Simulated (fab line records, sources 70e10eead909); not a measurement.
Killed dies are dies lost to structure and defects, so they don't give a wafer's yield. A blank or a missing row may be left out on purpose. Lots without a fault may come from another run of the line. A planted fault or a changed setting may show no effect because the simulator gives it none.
Chamber matching | flow nand_harc | NHARC_A_M1_DEP_33 on pecvd-04: 3 sister chambers
The step deposits SiCN, target thk 30 nm. 24 wafers are shown with their chamber, then 12 later ones without.

WAFERS WITH THEIR CHAMBER
wafer  | chamber | heater_power_outer_w (W) | heater_power_w (W)
L075.1 | 0       | 381                      | 642
L075.2 | 2       | 293                      | 581
L075.5 | 2       | 295                      | 566
L077.3 | 2       | 324                      | 611
L077.4 | 1       | 311                      | 551
L077.5 | 0       | 323                      | 568
L079.1 | 1       | 340                      | 611
L079.2 | 2       | 335                      | 627
L079.4 | 0       | 372                      | 624
L078.4 | 1       | 267                      | 514
L078.5 | 1       | 266                      | 502
L078.6 | 2       | 332                      | 635
L083.2 | 0       | 347                      | 610
L083.3 | 2       | 294                      | 576
L083.6 | 0       | 354                      | 594
L084.1 | 0       | 353                      | 606
L084.3 | 2       | 322                      | 609
L084.6 | 0       | 359                      | 591
L085.1 | 2       | 327                      | 651
L085.3 | 1       | 298                      | 546
L085.6 | 0       | 351                      | 590
L088.2 | 0       | 334                      | 580
L088.3 | 1       | 337                      | 597
L088.5 | 1       | 324                      | 595

SIGNATURES (means of the wafers above)
reading              | chamber 0 | chamber 1 | chamber 2 | scatter within a chamber
heater_power_outer_w | 352.67    | 306.14    | 315.25    | 22.3
heater_power_w       | 600.56    | 559.43    | 607.00    | 32
Rule: a wafer's distance from a chamber is the root of the sum, over the readings, of the square of ((its reading less the chamber's mean) divided by the reading's scatter). The wafer belongs to the nearest chamber; if the next one is less than 2 further off, it can't be placed. The scatter: the root of (the sum of the squares of (reading less its chamber's mean) over the shown wafers, divided by (wafers less chambers)).

WAFERS WITHOUT THEIR CHAMBER
wafer  | heater_power_outer_w (W) | heater_power_w (W)
L089.2 | 339                      | 617
L089.4 | 249                      | 524
L089.5 | 365                      | 632
L096.1 | 287                      | 528
L096.3 | 352                      | 593
L096.6 | 287                      | 525
L094.2 | 315                      | 603
L094.3 | 359                      | 623
L094.4 | 268                      | 493
L095.4 | 279                      | 527
L095.5 | 332                      | 654
L095.6 | 308                      | 526

WHICH CHAMBER EACH WENT THROUGH
wafer  | from the rows above          | in truth
L089.2 | can't be placed: 0 or 2 or 1 | 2
L089.4 | can't be placed: 1 or 2      | 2
L089.5 | can't be placed: 0 or 2      | 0
L096.1 | can't be placed: 1 or 2      | 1
L096.3 | can't be placed: 0 or 2      | 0
L096.6 | can't be placed: 1 or 2      | 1
L094.2 | can't be placed: 2 or 1 or 0 | 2
L094.3 | can't be placed: 0 or 2      | 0
L094.4 | can't be placed: 1 or 2      | 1
L095.4 | can't be placed: 1 or 2      | 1
L095.5 | can't be placed: 2 or 0 or 1 | 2
L095.6 | can't be placed: 1 or 2      | 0
Placed correctly: 0 of 12. Can't be placed from these rows: 12 (the true chamber is among the candidates in 11). Placed wrongly: 0.
